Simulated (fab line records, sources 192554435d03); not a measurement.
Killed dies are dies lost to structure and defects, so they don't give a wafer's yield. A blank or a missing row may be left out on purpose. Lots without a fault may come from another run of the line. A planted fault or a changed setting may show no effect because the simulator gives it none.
A struck lot beside a sound one | flow n5_finfet | 28 steps out of a route of 1938
Sound: wafers L991.2, L991.3, L991.4. Struck: wafers L101.2, L101.4, L101.5. The cause comes at the end.
At each step with rows: each side's tool, then ch and its chambers, then its first start. Under that, the readings that differ: sound wafers | struck wafers | difference of the means | sigmas: that difference in standard deviations of wafers without a fault.
alike: readings whose means differ by less than 2 such deviations, and words and numbers that are the same on both sides. not compared: withheld readings, readings that some wafer has no value for, bounds like >300 that may hide the same value, and numbers for which the record gives no deviation and whose values overlap.
The two part at a step that has a row with sigmas, a row that says differs or no value, or rows on one side only. Numbers that don't overlap but have no deviation are shown without sigmas and don't part them. A reading that every wafer of one side lacks parts them only if that side has two wafers or more.

first, 10 steps without rows for these wafers: N5_SD_EPI_P_DESCUM_14 (chemistry O2, time 7.9 s); N5_SD_EPI_P_ETCH_36 (etches SiARC in CF4, target depth 45.5 nm, time 75.8 s); N5_SD_EPI_P_ETCH_37 (etches SOC in N2/H2, overetch 108 nm, time 486 s); N5_SD_EPI_P_STRIP_38 (strips in N2/H2); N5_SD_EPI_P_ETCHBACK_46 (etches SiNx in CH3F/O2, stops on SiO2, target depth 17.5 nm); N5_SD_EPI_P_ETCH_47 (etches SiOCN in CH3F/O2, target depth 25 nm); N5_SD_EPI_P_ETCH_16 (etches SiO2 in CHF3/O2, target depth 5 nm); N5_SD_EPI_P_STRIP_50 (strips in CHF3/O2); N5_SD_EPI_P_SD_RECESS_17 (chemistry HBr/Cl2/O2, target depth 39.1 nm, bt time 3 s); N5_SD_EPI_P_WET_ETCH_45 (etches SiO2 in dHF, time 10.7 s, target depth 2 nm, rinse time 30 s).
N5_SD_EPI_P_STRIP_40: strips in N2/H2.
  sound on plasma_asher-02 ch 0,1, day 5 02:44; struck on plasma_asher-02 ch 0,1, day 7 19:18
  alike: drypump_motor_current_A, heater_power_w, oes_product_au
  not compared: rf_hours_counter_h
then, 11 steps without rows for these wafers: N5_SD_EPI_P_PRECLEAN_52 (cleans in O3/DIW, time 60 s); N5_SD_EPI_P_SRD_20 (time 30 s); N5_SD_EPI_P_PRECLEAN_51 (cleans in NF3:NH3, afs cycles 1, time 20 s, sublimation time 60 s); N5_SD_EPI_P_VAPOR_ETCH_44 (etches SiGe30 in NF3/Ar, time 3.3 s); N5_SD_EPI_P_EPI_21 (deposits SiGe:B, time 355 s); N5_SD_EPI_P_HM_STRIP_48 (strips SiNx in H3PO4, material SiNx, target depth 3 nm); N5_SD_EPI_P_SRD_49 (time 30 s); N5_SD_EPI_P_PRECLEAN_24 (cleans in O3/DIW, time 45 s); N5_SD_EPI_P_PRECLEAN_32 (cleans in dHF, time 10 s); N5_SD_EPI_P_PRECLEAN_33 (cleans in SC2, time 45 s); N5_SD_EPI_P_SRD_25 (time 30 s).
N5_SD_EPI_P_INSPECT_26: inspects for defects (darkfield).
  sound on defect_inspect-02, day 5 05:37; struck on defect_inspect-02, day 7 22:18
  reading          | sound       | struck      | difference | sigmas
  raw_defect_count | 170 177 157 | 660 627 628 | +470       | +13
then, 2 steps without rows for these wafers: N5_SD_ACTIVATION_RTA_00 (time 0 s); N5_SD_ACTIVATION_LSA_01 (time 0.0008 s).
N5_SD_ACTIVATION_INSPECT_02: inspects for defects (darkfield).
  sound on defect_inspect-01, day 5 06:25; struck on defect_inspect-01, day 7 23:04
  reading          | sound       | struck      | difference | sigmas
  raw_defect_count | 162 185 150 | 649 620 617 | +463       | +14
then, 1 step without rows for these wafers: N5_ILD0_LINER_00 (material SiNx, target thk 4 nm, pulse time 1 s, purge time 2 s).
-- the record jumps here: 9 days lie between the struck wafers' starts before and after (it left off in module ILD0 and takes up again in module PASSIVATION, whose first step shown is number 1936 of the route) --
N5_PASSIVATION_PROBE_49:
  sound on prober-01, day 14 12:54; struck on prober-01, day 17 05:05
  reading             | sound     | struck      | difference | sigmas
  killed_at_front_end | 27 48 25  | 135 101 87  | +74        | +6
  killed_dies         | 98 114 78 | 216 181 151 | +86        | +5
  killed_on_rim       | 11 17 14  | 27 40 29    | +18        | +4
  alike: killed_at_M0_to_M3, killed_at_M4_up, killed_at_contacts, killed_at_other, killed_open, killed_short

WHERE THEY PART
First at N5_SD_EPI_P_INSPECT_26; last, within this record, at N5_PASSIVATION_PROBE_49.

WHY: what the simulator had put in
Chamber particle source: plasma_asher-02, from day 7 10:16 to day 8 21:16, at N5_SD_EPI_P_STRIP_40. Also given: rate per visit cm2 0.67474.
